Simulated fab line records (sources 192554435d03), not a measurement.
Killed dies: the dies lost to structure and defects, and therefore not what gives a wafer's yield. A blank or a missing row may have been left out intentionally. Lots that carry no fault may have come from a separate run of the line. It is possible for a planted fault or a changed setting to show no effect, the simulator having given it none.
Code-filled problem report in 8D (eight disciplines) form    flow n5_finfet    the parts of the form that need people (team, actions taken, sign-off) are left out

== 1. PROBLEM STATEMENT ==
Wafers free of any fault read 138.0 nm (standard deviation 2.7) for M10_THK at N5_BEOL_M10_THK_MEAS_53, against a mean of 249.7 nm on 4 wafers of 2 lots. Measured from the usual mean, that is +41 standard deviations.
The step: measures by xrf.
Earliest sighting: wafer L659.5 on film_metro-01 at day 13 19:31. Wafers with a number at this step in the record: 24, from 8 lots. By rule, "out" or "out of limits" means more than 4 standard deviations away from the usual mean. All remaining wafers that have a number are taken as sound.

== 2. WHAT IT IS; WHAT IT IS NOT ==
question                     is                              is not
which readings at this step  M10_THK                         -
which lots                   L659, L661                      L648, L650, L665, L668, L669, L670
which wafers of those lots   L659.5, L659.6, L661.1, L661.5  L659.3, L661.4
read on which gauges         film_metro-01                   film_metro-02
when                         from day 13 19:31               up to then (7 sound wafers); but 13 sound wafers of L661, L665, L668, L669, L670 came after

== 3. WHAT RULES OUT EACH SUSPECT ==
Counting: a tool at a process step up to the reading stays a suspect if it ran every lot that is out. Sound lots after the first of them don't rule it out here, since some wafers of a struck lot are sound.
- the gauge at N5_BEOL_M10_THK_MEAS_53 has been ruled out. All the wafers that are out were read on film_metro-01, but those of them that N5_BEOL_M10_CMP_52 has rows for are out there too, on other tools.
- rie_diel-06 at N5_BEOL_M10_STRIP_36 (strips in N2/H2): kept. Every lot that is out went through it, the first being L659 (day 13 16:04); the last sound lot it ran before that was L650 (day 11 05:28).
- pvd_sputter-02 at N5_BEOL_M10_DEGAS_44 (time 60 s): kept. It ran every lot that is out, first L659 (day 13 18:09).
- cmp-02 at N5_BEOL_M10_CMP_52 (polishes, stops on SiCOH lowk, t overpolish 7 s, target thk 140 nm): kept. Every lot that is out went through it, the first being L659 (day 13 19:18); the last sound lot it ran before that was L650 (day 11 07:48). On those wafers its own readings are out: barrier_field_endpoint_s, overpolish_run_s, time_to_endpoint_s.
The count leaves rie_diel-06 at N5_BEOL_M10_STRIP_36, pvd_sputter-02 at N5_BEOL_M10_DEGAS_44, and cmp-02 at N5_BEOL_M10_CMP_52.

== 4. THE CAUSE (what the simulator had put in) ==
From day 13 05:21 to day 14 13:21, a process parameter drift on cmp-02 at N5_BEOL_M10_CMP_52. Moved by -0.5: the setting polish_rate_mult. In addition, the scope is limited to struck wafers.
Counting left 3 suspects, and this tool is among them.

== 5. THE CHAIN OF EFFECTS, in route order ==
Each row: a reading where the mean over the struck wafers with a number is more than 3 standard deviations away from the usual. Scope: only readings with a usual standard deviation given in the record; hours: median across lots of the time from each lot's start at the first step in this table that gives one to its start at this step; sigmas: change in usual standard deviations.
hours  step                     reading                   usual     on struck wafers  change  sigmas
0      N5_BEOL_M10_CMP_52       barrier_field_endpoint_s  28.7 s    46.9              +18.2   +21
0      N5_BEOL_M10_CMP_52       overpolish_run_s          6.999 s   0.040             -6.959  -99 or more
0      N5_BEOL_M10_CMP_52       time_to_endpoint_s        66 s      86                +20     +5.3
0      N5_BEOL_M10_THK_MEAS_53  M10_THK                   138.0 nm  249.7             +111.7  +41
0      N5_BEOL_M10_INSPECT_58   raw_defect_count          62        2256              +2194   +99 or more
51     N5_PASSIVATION_PROBE_49  defect_limited_yield      91.4 %    0.0               -91.4   -61
51     N5_PASSIVATION_PROBE_49  killed_at_M4_up           12        1098              +1086   +99 or more
51     N5_PASSIVATION_PROBE_49  killed_dies               101       1180              +1079   +60
51     N5_PASSIVATION_PROBE_49  killed_on_rim             13        152               +139    +35
51     N5_PASSIVATION_PROBE_49  sort_n_pass               1079      0                 -1079   -63
51     N5_PASSIVATION_PROBE_49  sort_yield_pct            91.4 %    0.0               -91.4   -61
Its process steps:
- N5_BEOL_M10_CMP_52: polishes, stops on SiCOH lowk, t overpolish 7 s, target thk 140 nm.
- N5_PASSIVATION_PROBE_49

== 6. HOW IT WOULD HAVE BEEN CAUGHT EARLIER ==
The first out-of-limits reading at a measuring or inspecting step in this record came at day 13 19:31, 14 hours after the fault's start at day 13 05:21.
At N5_BEOL_M10_CMP_52, the tool's own readings (barrier_field_endpoint_s, overpolish_run_s, time_to_endpoint_s) were out on each struck wafer the step has a row for, so an alarm limit on them would have fired on the first such wafer.
L661, from the lots that are out (2), started N5_BEOL_M10_CMP_52 on cmp-02 later than day 13 19:31. Had the tool been put on hold then, it would have been spared.
